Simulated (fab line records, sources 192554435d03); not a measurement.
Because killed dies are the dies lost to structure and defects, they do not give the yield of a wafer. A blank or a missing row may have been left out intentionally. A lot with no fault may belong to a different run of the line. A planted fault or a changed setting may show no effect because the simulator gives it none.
Matching of chambers -- flow n5_finfet -- rie_diel-01 running N5_BEOL_M0_CUTY_ETCH_62: 4 sister chambers
The step etches SiARC in CF4, time 58.5 s. 4 wafers are shown with their chamber, then 12 later ones without.

== EACH WAFER AND ITS CHAMBER ==
wafer,chamber,drypump_motor_current_A (A)
L082.5,3,5.2
L084.5,1,5.1
L086.3,0,4.9
L086.5,2,6.5

== WAFERS WITH NO CHAMBER GIVEN ==
wafer,drypump_motor_current_A (A)
L087.1,4.9
L087.3,5.1
L087.6,4.9
L090.1,5.2
L090.3,5.1
L090.5,5.2
L092.2,4.9
L092.3,5.1
L092.6,5.2
L096.1,5.2
L096.2,4.9
L096.5,6.4

== THE CHAMBER EACH PASSED THROUGH ==
wafer,from the rows above,in truth
L087.1,0,0
L087.3,1,1
L087.6,0,0
L090.1,3,3
L090.3,1,1
L090.5,3,3
L092.2,0,0
L092.3,1,1
L092.6,3,3
L096.1,3,3
L096.2,0,0
L096.5,2,2
Correctly placed: 12 of 12. Not placeable from these rows: 0. 0 placed wrongly.
How it was worked out, from the rows above alone: a wafer's distance from a chamber is the root of the sum, over the readings, of the square of ((its reading less the chamber's mean) divided by the reading's scatter). The wafer belongs to the nearest chamber; if the next one is less than 2 further off, it can't be placed. For every chamber, the mean is computed from those of its wafers that are shown. The scatter: root of mean squared gap, hidden wafer to nearest shown wafer, with one shown wafer a chamber.
